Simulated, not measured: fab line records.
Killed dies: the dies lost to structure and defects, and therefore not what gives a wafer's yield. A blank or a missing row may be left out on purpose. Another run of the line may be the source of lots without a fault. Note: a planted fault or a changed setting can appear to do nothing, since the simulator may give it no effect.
What tool caused it? || flow n5-finfet || 9 lots with 27 wafers sampled at 5 steps, on a route of 1938 steps

WHAT THE GAUGES SHOWED, per wafer
N5_BEOL_M2_INSPECT_13: inspects for defects (brightfield).
{"lot": "L565", "measured": "day 6 12:14", "on": "defect-inspect-02", "raw-defect-count": "659 497 824"}
{"lot": "L566", "measured": "day 6 18:51", "on": "defect-inspect-02", "raw-defect-count": "310 425 281"}
{"lot": "L568", "measured": "day 7 03:43", "on": "defect-inspect-02", "raw-defect-count": "318 405 419"}
{"lot": "L570", "measured": "day 7 18:37", "on": "defect-inspect-02", "raw-defect-count": "410 514 522"}
{"lot": "L572", "measured": "day 8 10:14", "on": "defect-inspect-01", "raw-defect-count": "312 290 276"}
{"lot": "L575", "measured": "day 9 00:48", "on": "defect-inspect-02", "raw-defect-count": "315 236 370"}
{"lot": "L578", "measured": "day 10 03:17", "on": "defect-inspect-02", "raw-defect-count": "353 303 317"}
{"lot": "L585", "measured": "day 11 15:07", "on": "defect-inspect-01", "raw-defect-count": "339 439 330"}
{"lot": "L587", "measured": "day 12 15:31", "on": "defect-inspect-02", "raw-defect-count": "448 472 402"}

N5_BEOL_M4_RC_MEAS_101.
{"lot": "L565", "measured": "day 7 20:01", "on": "prober-01", "DIBL_N (mV/V)": "35.6 35.7 35.3", "DIBL_P (mV/V)": "34.7 34.9 34.9", "IOFF_N (nA/um)": "0.148 0.151 0.147", "IOFF_P (nA/um)": "0.194 0.200 0.196", "ION_N (uA/um)": "674 688 678", "ION_P (uA/um)": "468 470 463", "SS_N (mV/dec)": "71.6 72.3 72.2", "SS_P (mV/dec)": "73.1 73.5 72.6", "VT_N (mV)": "249.6 249.3 247.7", "VT_P (mV)": "-251.0 -249.6 -250.2"}
{"lot": "L566", "measured": "day 8 02:04", "on": "prober-02", "DIBL_N (mV/V)": "34.0 33.7 33.8", "DIBL_P (mV/V)": "33.8 33.7 33.5", "IOFF_N (nA/um)": "0.133 0.128 0.129", "IOFF_P (nA/um)": "0.171 0.170 0.167", "ION_N (uA/um)": "662 672 662", "ION_P (uA/um)": "449 464 456", "SS_N (mV/dec)": "71.7 71.9 71.2", "SS_P (mV/dec)": "72.9 73.1 72.6", "VT_N (mV)": "250.9 254.0 252.7", "VT_P (mV)": "-255.2 -254.0 -255.0"}
{"lot": "L568", "measured": "day 8 21:16", "on": "prober-02", "DIBL_N (mV/V)": "37.6 38.4 35.2", "DIBL_P (mV/V)": "37.2 38.5 34.9", "IOFF_N (nA/um)": "0.164 0.181 0.134", "IOFF_P (nA/um)": "0.216 0.235 0.184", "ION_N (uA/um)": "681 684 681", "ION_P (uA/um)": "468 468 466", "SS_N (mV/dec)": "71.6 72.1 71.5", "SS_P (mV/dec)": "73.5 73.9 73.4", "VT_N (mV)": "250.3 248.3 252.3", "VT_P (mV)": "-249.2 -249.2 -253.5"}
{"lot": "L570", "measured": "day 9 01:45", "on": "prober-01", "DIBL_N (mV/V)": "35.5 35.4 35.1", "DIBL_P (mV/V)": "35.7 34.5 34.4", "IOFF_N (nA/um)": "0.139 0.133 0.133", "IOFF_P (nA/um)": "0.213 0.200 0.200", "ION_N (uA/um)": "673 656 663", "ION_P (uA/um)": "460 459 461", "SS_N (mV/dec)": "72.1 71.7 71.3", "SS_P (mV/dec)": "73.3 72.9 72.8", "VT_N (mV)": "251.8 253.1 249.9", "VT_P (mV)": "-249.5 -248.3 -248.9"}
{"lot": "L572", "measured": "day 9 20:53", "on": "prober-02", "DIBL_N (mV/V)": "36.1 35.3 35.4", "DIBL_P (mV/V)": "34.8 33.5 33.9", "IOFF_N (nA/um)": "0.155 0.148 0.141", "IOFF_P (nA/um)": "0.202 0.184 0.189", "ION_N (uA/um)": "669 682 674", "ION_P (uA/um)": "464 462 465", "SS_N (mV/dec)": "71.9 72.0 71.2", "SS_P (mV/dec)": "72.5 72.7 73.1", "VT_N (mV)": "250.6 249.2 253.0", "VT_P (mV)": "-253.7 -254.6 -253.1"}
{"lot": "L575", "measured": "day 10 18:28", "on": "prober-01", "DIBL_N (mV/V)": "36.3 37.7 34.9", "DIBL_P (mV/V)": "35.6 37.2 33.8", "IOFF_N (nA/um)": "0.127 0.162 0.116", "IOFF_P (nA/um)": "0.182 0.205 0.165", "ION_N (uA/um)": "662 672 664", "ION_P (uA/um)": "455 460 455", "SS_N (mV/dec)": "71.1 71.3 70.9", "SS_P (mV/dec)": "72.7 74.0 72.9", "VT_N (mV)": "252.8 249.4 253.7", "VT_P (mV)": "-253.7 -252.9 -253.3"}
{"lot": "L578", "measured": "day 11 16:36", "on": "prober-01", "DIBL_N (mV/V)": "32.9 33.4 33.5", "DIBL_P (mV/V)": "32.7 33.6 32.3", "IOFF_N (nA/um)": "0.124 0.129 0.119", "IOFF_P (nA/um)": "0.164 0.179 0.157", "ION_N (uA/um)": "677 664 671", "ION_P (uA/um)": "465 458 460", "SS_N (mV/dec)": "71.2 71.1 71.3", "SS_P (mV/dec)": "73.2 73.4 72.7", "VT_N (mV)": "251.8 251.4 255.1", "VT_P (mV)": "-253.6 -254.2 -254.7"}
{"lot": "L585", "measured": "day 13 05:14", "on": "prober-02", "DIBL_N (mV/V)": "38.8 38.5 36.1", "DIBL_P (mV/V)": "38.7 38.0 35.9", "IOFF_N (nA/um)": "0.206 0.195 0.144", "IOFF_P (nA/um)": "0.234 0.228 0.182", "ION_N (uA/um)": "693 696 675", "ION_P (uA/um)": "465 471 458", "SS_N (mV/dec)": "72.0 71.5 71.0", "SS_P (mV/dec)": "74.5 74.8 73.2", "VT_N (mV)": "246.4 247.9 250.5", "VT_P (mV)": "-251.8 -251.2 -255.0"}
{"lot": "L587", "measured": "day 14 07:29", "on": "prober-02", "DIBL_N (mV/V)": "38.7 37.4 36.1", "DIBL_P (mV/V)": "39.5 38.0 36.4", "IOFF_N (nA/um)": "0.196 0.174 0.147", "IOFF_P (nA/um)": "0.268 0.247 0.211", "ION_N (uA/um)": "696 681 670", "ION_P (uA/um)": "478 470 464", "SS_N (mV/dec)": "72.4 72.2 71.9", "SS_P (mV/dec)": "73.9 73.6 73.0", "VT_N (mV)": "244.5 245.3 251.1", "VT_P (mV)": "-245.7 -248.8 -247.4"}

WHAT TOOL EACH LOT RAN ON (gives the tool, then ch and the chambers of the sampled wafers, and finally the start)
{"lot": "L565", "N5_BEOL_M1_PRE_CLEAN_60": "cvd-co-01 ch 0,2, day 6 10:37", "N5_BEOL_M2_ETCH_74": "rie-diel-01 ch 0,1,2, day 6 12:20", "N5_BEOL_M2_ETCH_63": "rie-diel-01 ch 0,1,2, day 6 12:22"}
{"lot": "L566", "N5_BEOL_M1_PRE_CLEAN_60": "cvd-co-02 ch 0,2, day 6 16:02", "N5_BEOL_M2_ETCH_74": "rie-diel-06 ch 2,3, day 6 19:06", "N5_BEOL_M2_ETCH_63": "rie-diel-06 ch 2,3, day 6 19:07"}
{"lot": "L568", "N5_BEOL_M1_PRE_CLEAN_60": "cvd-co-01 ch 1,2, day 7 01:06", "N5_BEOL_M2_ETCH_74": "rie-diel-01 ch 0,1,2, day 7 03:52", "N5_BEOL_M2_ETCH_63": "rie-diel-01 ch 0,1,2, day 7 03:53"}
{"lot": "L570", "N5_BEOL_M1_PRE_CLEAN_60": "cvd-co-02 ch 0,1, day 7 14:00", "N5_BEOL_M2_ETCH_74": "rie-diel-01 ch 1,2,3, day 7 18:40", "N5_BEOL_M2_ETCH_63": "rie-diel-01 ch 1,2,3, day 7 18:41"}
{"lot": "L572", "N5_BEOL_M1_PRE_CLEAN_60": "cvd-co-01 ch 0, day 8 08:43", "N5_BEOL_M2_ETCH_74": "rie-diel-02 ch 0,2, day 8 10:20", "N5_BEOL_M2_ETCH_63": "rie-diel-02 ch 0,2, day 8 10:20"}
{"lot": "L575", "N5_BEOL_M1_PRE_CLEAN_60": "cvd-co-02 ch 1,2, day 8 23:32", "N5_BEOL_M2_ETCH_74": "rie-diel-01 ch 0,2,3, day 9 00:59", "N5_BEOL_M2_ETCH_63": "rie-diel-01 ch 0,2,3, day 9 01:01"}
{"lot": "L578", "N5_BEOL_M1_PRE_CLEAN_60": "cvd-co-02 ch 1,2, day 10 01:40", "N5_BEOL_M2_ETCH_74": "rie-diel-02 ch 2,3, day 10 03:22", "N5_BEOL_M2_ETCH_63": "rie-diel-02 ch 2,3, day 10 03:22"}
{"lot": "L585", "N5_BEOL_M1_PRE_CLEAN_60": "cvd-co-02 ch 0,2, day 11 13:34", "N5_BEOL_M2_ETCH_74": "rie-diel-06 ch 0,1,2, day 11 15:11", "N5_BEOL_M2_ETCH_63": "rie-diel-06 ch 0,1,2, day 11 15:11"}
{"lot": "L587", "N5_BEOL_M1_PRE_CLEAN_60": "cvd-co-02 ch 1,2, day 12 13:08", "N5_BEOL_M2_ETCH_74": "rie-diel-06 ch 0,3, day 12 15:43", "N5_BEOL_M2_ETCH_63": "rie-diel-06 ch 0,3, day 12 15:44"}
- N5_BEOL_M1_PRE_CLEAN_60: time 15 s.
- N5_BEOL_M2_ETCH_74: etches underlayer in N2/H2, target depth 6.5 nm, time 5.2 s.
- N5_BEOL_M2_ETCH_63: etches SiARC in CF4, target depth 15.6 nm, time 26 s.

WHAT THE TOOLS THEMSELVES READ (means of the sampled wafers that have a number; where no wafer has one, the mark that the record gives instead)
N5_BEOL_M1_PRE_CLEAN_60.
{"lot": "L565", "tool": "cvd-co-01", "heater-power-w (W)": 81}
{"lot": "L566", "tool": "cvd-co-02", "heater-power-w (W)": 81}
{"lot": "L568", "tool": "cvd-co-01", "heater-power-w (W)": 83}
{"lot": "L570", "tool": "cvd-co-02", "heater-power-w (W)": 78}
{"lot": "L572", "tool": "cvd-co-01", "heater-power-w (W)": 75}
{"lot": "L575", "tool": "cvd-co-02", "heater-power-w (W)": 87}
{"lot": "L578", "tool": "cvd-co-02", "heater-power-w (W)": 87}
{"lot": "L585", "tool": "cvd-co-02", "heater-power-w (W)": 77}
{"lot": "L587", "tool": "cvd-co-02", "heater-power-w (W)": 86}

N5_BEOL_M2_ETCH_74.
{"lot": "L565", "tool": "rie-diel-01", "drypump-motor-current-A (A)": 5.5, "etch-rf-on-time-s (s)": 5.25, "n2-flow-sccm (sccm)": 200.0, "oes-product-au (a.u.)": 0.64, "rf-vpp-V (V)": 521.1, "showerhead-plenum-p-Torr (Torr)": 2.50, "throttle-valve-pct (%)": 17.93}
{"lot": "L566", "tool": "rie-diel-06", "drypump-motor-current-A (A)": 5.9, "etch-rf-on-time-s (s)": 5.16, "n2-flow-sccm (sccm)": 200.0, "oes-product-au (a.u.)": 0.75, "rf-vpp-V (V)": 522.3, "showerhead-plenum-p-Torr (Torr)": 2.47, "throttle-valve-pct (%)": 17.75}
{"lot": "L568", "tool": "rie-diel-01", "drypump-motor-current-A (A)": 5.4, "etch-rf-on-time-s (s)": 5.21, "n2-flow-sccm (sccm)": 199.8, "oes-product-au (a.u.)": 0.63, "rf-vpp-V (V)": 522.0, "showerhead-plenum-p-Torr (Torr)": 2.49, "throttle-valve-pct (%)": 17.95}
{"lot": "L570", "tool": "rie-diel-01", "drypump-motor-current-A (A)": 5.9, "etch-rf-on-time-s (s)": 3.64, "n2-flow-sccm (sccm)": 200.0, "oes-product-au (a.u.)": 0.90, "rf-vpp-V (V)": 521.2, "showerhead-plenum-p-Torr (Torr)": 2.50, "throttle-valve-pct (%)": 17.77}
{"lot": "L572", "tool": "rie-diel-02", "drypump-motor-current-A (A)": 5.7, "etch-rf-on-time-s (s)": 5.10, "n2-flow-sccm (sccm)": 200.1, "oes-product-au (a.u.)": 0.70, "rf-vpp-V (V)": 522.9, "showerhead-plenum-p-Torr (Torr)": 2.54, "throttle-valve-pct (%)": 17.64}
{"lot": "L575", "tool": "rie-diel-01", "drypump-motor-current-A (A)": 5.8, "etch-rf-on-time-s (s)": 3.66, "n2-flow-sccm (sccm)": 200.0, "oes-product-au (a.u.)": 0.97, "rf-vpp-V (V)": 522.4, "showerhead-plenum-p-Torr (Torr)": 2.48, "throttle-valve-pct (%)": 17.62}
{"lot": "L578", "tool": "rie-diel-02", "drypump-motor-current-A (A)": 5.4, "etch-rf-on-time-s (s)": 5.14, "n2-flow-sccm (sccm)": 199.3, "oes-product-au (a.u.)": 0.66, "rf-vpp-V (V)": 524.2, "showerhead-plenum-p-Torr (Torr)": 2.58, "throttle-valve-pct (%)": 17.72}
{"lot": "L585", "tool": "rie-diel-06", "drypump-motor-current-A (A)": 5.5, "etch-rf-on-time-s (s)": 5.20, "n2-flow-sccm (sccm)": 200.3, "oes-product-au (a.u.)": 0.68, "rf-vpp-V (V)": 524.2, "showerhead-plenum-p-Torr (Torr)": 2.56, "throttle-valve-pct (%)": 17.71}
{"lot": "L587", "tool": "rie-diel-06", "drypump-motor-current-A (A)": 5.9, "etch-rf-on-time-s (s)": 5.12, "n2-flow-sccm (sccm)": 199.9, "oes-product-au (a.u.)": 0.78, "rf-vpp-V (V)": 528.5, "showerhead-plenum-p-Torr (Torr)": 2.71, "throttle-valve-pct (%)": 17.75}

N5_BEOL_M2_ETCH_63.
{"lot": "L565", "tool": "rie-diel-01", "drypump-motor-current-A (A)": 5.5, "etch-rf-on-time-s (s)": 26.3, "oes-product-au (a.u.)": 0.64, "rf-vpp-V (V)": 183.7, "showerhead-plenum-p-Torr (Torr)": 2.11, "throttle-valve-pct (%)": 15.69}
{"lot": "L566", "tool": "rie-diel-06", "drypump-motor-current-A (A)": 5.8, "etch-rf-on-time-s (s)": 25.7, "oes-product-au (a.u.)": 0.75, "rf-vpp-V (V)": 182.8, "showerhead-plenum-p-Torr (Torr)": 2.08, "throttle-valve-pct (%)": 15.46}
{"lot": "L568", "tool": "rie-diel-01", "drypump-motor-current-A (A)": 5.5, "etch-rf-on-time-s (s)": 26.1, "oes-product-au (a.u.)": 0.63, "rf-vpp-V (V)": 183.4, "showerhead-plenum-p-Torr (Torr)": 2.11, "throttle-valve-pct (%)": 15.70}
{"lot": "L570", "tool": "rie-diel-01", "drypump-motor-current-A (A)": 5.9, "etch-rf-on-time-s (s)": 25.9, "oes-product-au (a.u.)": 0.73, "rf-vpp-V (V)": 183.5, "showerhead-plenum-p-Torr (Torr)": 2.11, "throttle-valve-pct (%)": 15.50}
{"lot": "L572", "tool": "rie-diel-02", "drypump-motor-current-A (A)": 5.8, "etch-rf-on-time-s (s)": 25.3, "oes-product-au (a.u.)": 0.71, "rf-vpp-V (V)": 184.7, "showerhead-plenum-p-Torr (Torr)": 2.13, "throttle-valve-pct (%)": 15.33}
{"lot": "L575", "tool": "rie-diel-01", "drypump-motor-current-A (A)": 5.8, "etch-rf-on-time-s (s)": 25.8, "oes-product-au (a.u.)": 0.79, "rf-vpp-V (V)": 183.9, "showerhead-plenum-p-Torr (Torr)": 2.10, "throttle-valve-pct (%)": 15.30}
{"lot": "L578", "tool": "rie-diel-02", "drypump-motor-current-A (A)": 5.4, "etch-rf-on-time-s (s)": 25.4, "oes-product-au (a.u.)": 0.66, "rf-vpp-V (V)": 184.1, "showerhead-plenum-p-Torr (Torr)": 2.17, "throttle-valve-pct (%)": 15.47}
{"lot": "L585", "tool": "rie-diel-06", "drypump-motor-current-A (A)": 5.5, "etch-rf-on-time-s (s)": 25.8, "oes-product-au (a.u.)": 0.68, "rf-vpp-V (V)": 183.4, "showerhead-plenum-p-Torr (Torr)": 2.15, "throttle-valve-pct (%)": 15.50}
{"lot": "L587", "tool": "rie-diel-06", "drypump-motor-current-A (A)": 5.9, "etch-rf-on-time-s (s)": 25.4, "oes-product-au (a.u.)": 0.79, "rf-vpp-V (V)": 185.7, "showerhead-plenum-p-Torr (Torr)": 2.27, "throttle-valve-pct (%)": 15.36}

THE ANSWER, worked out from the rows above alone
Rule: usual is defined by the lots themselves. Put in order of their means at a reading, lots are off if they are a third of the lots or fewer, leave a main group of 4 or more, and stand apart from it by a gap of 3 or more times the standard deviation of the main group's means; of several such gaps the widest counts. The tables above print the reading to a certain number of digits; a main group whose means all agree to those digits is not used. A lot without any number at a reading at which 4 lots or more have one is off too. Any other lot the step has rows for is counted as sound. After the gauges, taken in route order, come the tools' own readings; for these a lot's mean is taken, as printed above. At the first step where some lot is off, the reading lying furthest off is the one used; lots without a number count as furthest.
Off: L570, L575, at N5_BEOL_M2_ETCH_74 (etch-rf-on-time-s). For the main group the mean is 5.17 s and the standard deviation 0.05.
A tool fits if, at that step or a process step before it, it ran every lot that is off, and no sound lot after the first of them. One fits: N5_BEOL_M2_ETCH_74 on rie-diel-01. Its last sound lot is L568 (day 7 03:52), its first lot that is off L570 (day 7 18:40): a fault that began between those two fits.
The tool's own readings at N5_BEOL_M2_ETCH_74 bear it out: on the lots that are off they differ by more than 5 times the standard deviation of the sound lots' means. etch-rf-on-time-s reads 3.65 s there against 5.17 s on the sound lots.

WHAT HAD BEEN PUT IN BY THE SIMULATOR
Process parameters drifting: rie-diel-01 at N5_BEOL_M2_ETCH_74, beginning at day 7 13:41. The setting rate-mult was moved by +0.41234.
Lots struck among those shown: L570, L575. The same result came from the rule above.
